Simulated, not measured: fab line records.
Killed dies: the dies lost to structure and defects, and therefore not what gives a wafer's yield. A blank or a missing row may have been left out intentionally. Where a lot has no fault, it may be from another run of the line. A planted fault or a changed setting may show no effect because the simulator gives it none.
Split-lot study | flow n5_finfet | 7 lots, 21 wafers read, on a route of 1938 steps

== ON THE SPLIT ==
At N5_MOL_CONTACT_COAG_COAT_63 (time 60 s, resist thk 10 nm), the setting spin_rpm was moved away from the recipe's 1500 rpm on 8 of the 21 wafers read, by -10.7% to +3.6%. This setting was run at the recipe's value on the other wafers.

== FROM THE SPLIT TO THE READING: what the file shows between them, 7 steps ==
- N5_MOL_CONTACT_COAG_COAT_64: time 60 s, resist thk 10 nm
- N5_MOL_CONTACT_COAG_COAT_34: resist thk 40 nm
- N5_MOL_CONTACT_COAG_DESCUM_45: chemistry O2, time 7 s
- N5_MOL_CONTACT_COAG_ETCH_65: etches underlayer in N2/H2, target depth 13 nm, time 10.4 s
- N5_MOL_CONTACT_COAG_ETCH_66: etches SiARC in CF4, target depth 13 nm, time 21.7 s
- N5_MOL_CONTACT_COAG_ALD_133: deposits SiO2, target thk 5 nm, pulse time 1 s, co reactant pulse time 1 s
- N5_MOL_CONTACT_COAG_ETCHBACK_134: etches SiO2 in CHF3, target depth 10 nm, time 6.7 s

== THE READING ==
SiARC_of_MOL_CONTACT_COAG_COAT_63.thk_nm (the simulator's own value, which no gauge read), in nm, at N5_MOL_CONTACT_COAG_ETCH_67 (etches SOC in N2/H2, target depth 60 nm, overetch 21 nm, time 101.2 s). No usual value for it is given in the file. Across the 13 wafers here that went through the recipe, the average is 5.8 nm and the standard deviation 0.11 nm.

wafer  | tool, chamber at the split | spin_rpm as run, rpm | against the recipe | SiARC_of_MOL_CONTACT_COAG_COAT_63.thk_nm, nm | against lot-mates on the recipe
L078.3 | litho_track-05, 0          | 1339                 | -10.7%             | 6.6                                          | +1.0
L078.6 | litho_track-05, 0          | 1339                 | -10.7%             | 6.6                                          | +1.0
L078.4 | litho_track-05, 0          | 1500                 | recipe             | 5.6                                          | -
L085.2 | litho_track-04, 0          | 1500                 | recipe             | 5.8                                          | -
L085.3 | litho_track-04, 0          | 1457                 | -2.9%              | 6.2                                          | +0.3
L085.5 | litho_track-04, 0          | 1500                 | recipe             | 6                                            | -
L084.1 | litho_track-01, 0          | 1500                 | recipe             | 5.8                                          | -
L084.3 | litho_track-01, 0          | 1392                 | -7.2%              | 6                                            | +0.2
L084.5 | litho_track-01, 0          | 1392                 | -7.2%              | 6.2                                          | +0.4
L087.1 | litho_track-05, 0          | 1500                 | recipe             | 5.8                                          | -
L087.2 | litho_track-05, 0          | 1500                 | recipe             | 5.8                                          | -
L087.6 | litho_track-05, 0          | 1500                 | recipe             | 5.8                                          | -
L091.1 | litho_track-05, 0          | 1500                 | recipe             | 5.8                                          | -
L091.3 | litho_track-05, 0          | 1442                 | -3.9%              | 6                                            | +0.3
L091.5 | litho_track-05, 0          | 1500                 | recipe             | 5.6                                          | -
L096.1 | litho_track-01, 0          | 1554                 | +3.6%              | 5.6                                          | -0.4
L096.4 | litho_track-01, 0          | 1554                 | +3.6%              | 5.6                                          | -0.4
L096.5 | litho_track-01, 0          | 1500                 | recipe             | 6                                            | -
L097.1 | litho_track-04, 0          | 1500                 | recipe             | 5.8                                          | -
L097.2 | litho_track-04, 0          | 1500                 | recipe             | 5.8                                          | -
L097.4 | litho_track-04, 0          | 1500                 | recipe             | 5.8                                          | -

THE FIT
A straight line over all 21 wafers: SiARC_of_MOL_CONTACT_COAG_COAT_63.thk_nm changes by -0.0643 nm for each +1% of spin_rpm; r = -0.90; the points scatter about the line by 0.13 nm.
The same after taking each lot's own level away (the mean of its wafers on the recipe; 21 wafers): -0.0824 nm for each +1%; r = -0.94; scatter 0.12 nm.
According to that fit, moving spin_rpm by its largest amount changes the reading by 0.88 nm.
From 5.60 to 6.00 nm: that is the span of the lots' own levels, equal to 3.6 times the standard deviation above.
Hence the slope depends on the lot-to-lot level, as the two fits are not the same.
Check: with one of the wafers moved furthest among these (-10.7%) left out of the fit, the line predicts +0.799 nm for it against its lot-mates. Against them it came out at +1 nm.

== FURTHER SPLITS ON THESE WAFERS ==
These wafers also went through other splits before the reading. Each is held against what the fit with the lots' levels taken away leaves over:
other split on the same wafers       | wafers away from the commonest value | r with SiARC_of_MOL_CONTACT_COAG_COAT_63.thk_nm (lot level and that fit taken away)
N5_HKMG_FIN_PEB_47 peb_time_s        | 7                                    | -0.12
N5_GATE_CUT_ETCH_58 time_s           | 7                                    | -0.06
N5_GATE_CUT_COAT_27 spin_rpm         | 10                                   | -0.21
N5_MOL_CONTACT_COAG_COAT_76 spin_rpm | 6                                    | +0.09

== THE WHOLE CHAIN: every reading that the file lists as answering this split, in the file's order ==
step                        | what it does                                                          | reading                                                                                   | change (the file's fit)                | r (the file's)
N5_MOL_CONTACT_COAG_COAT_63 | time 60 s, resist thk 10 nm                                           | SiARC_of_MOL_CONTACT_COAG_COAT_63.thk_nm (the simulator's own value, which no gauge read) | -0.056 nm for each +1% of the setting  | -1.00
N5_MOL_CONTACT_COAG_ETCH_66 | etches SiARC in CF4, target depth 13 nm, time 21.7 s                  | etch.depth_nm (the simulator's own value, which no gauge read)                            | -0.0559 nm for each +1% of the setting | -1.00
N5_MOL_CONTACT_COAG_ETCH_67 | etches SOC in N2/H2, target depth 60 nm, overetch 21 nm, time 101.2 s | SiARC_of_MOL_CONTACT_COAG_COAT_63.thk_nm (the simulator's own value, which no gauge read) | -0.0805 nm for each +1% of the setting | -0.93

== THE FILE'S OWN FIT ==
SiARC_of_MOL_CONTACT_COAG_COAT_63.thk_nm changes by -0.0805 nm for each +1% of spin_rpm, r = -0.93.
